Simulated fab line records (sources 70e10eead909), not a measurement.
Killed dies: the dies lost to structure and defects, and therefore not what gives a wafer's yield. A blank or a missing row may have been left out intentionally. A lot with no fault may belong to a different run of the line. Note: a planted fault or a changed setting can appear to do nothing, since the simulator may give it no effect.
Chamber matching | flow nandHarc | 4 sister chambers for NHARC_P_CONTACT_DESCUM_17 on rieDiel-10
The step chemistry O2, time 3 s. 4 wafers are shown with their chamber, then 12 later ones without.

WAFERS PAIRED WITH THEIR CHAMBERS
wafer  | chamber | drypumpMotorCurrentA (A)
L090.1 | 0       | 6.5
L091.3 | 1       | 5.9
L091.5 | 2       | 5.5
L091.6 | 3       | 5.2

WAFERS WITH NO CHAMBER GIVEN
wafer  | drypumpMotorCurrentA (A)
L092.1 | 5.2
L092.2 | 5.9
L092.4 | 5.6
L093.4 | 5.9
L093.5 | 6.5
L093.6 | 5.3
L096.1 | 5.3
L096.2 | 6.5
L096.5 | 5.6
L097.1 | 5.2
L097.3 | 5.9
L097.4 | 5.6

EACH ONE'S CHAMBER
wafer  | from the rows above     | in truth
L092.1 | 3                       | 3
L092.2 | 1                       | 1
L092.4 | 2                       | 2
L093.4 | 1                       | 1
L093.5 | 0                       | 0
L093.6 | can't be placed: 3 or 2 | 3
L096.1 | can't be placed: 3 or 2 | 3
L096.2 | 0                       | 0
L096.5 | 2                       | 2
L097.1 | 3                       | 3
L097.3 | 1                       | 1
L097.4 | 2                       | 2
10 of 12 placed correctly. Unplaceable from these rows: 2, with the true chamber sitting among the candidates in 2. Wrongly placed: 0.
How it was worked out, from the rows above alone: a wafer's distance from a chamber is the root of the sum, over the readings, of the square of ((its reading less the chamber's mean) divided by the reading's scatter). The wafer belongs to the nearest chamber; if the next one is less than 2 further off, it can't be placed. The mean given for a chamber averages the wafers shown for that chamber. The scatter (one wafer shown for each chamber): square how far every hidden wafer sits from the nearest shown wafer, average those squares and take the square root.
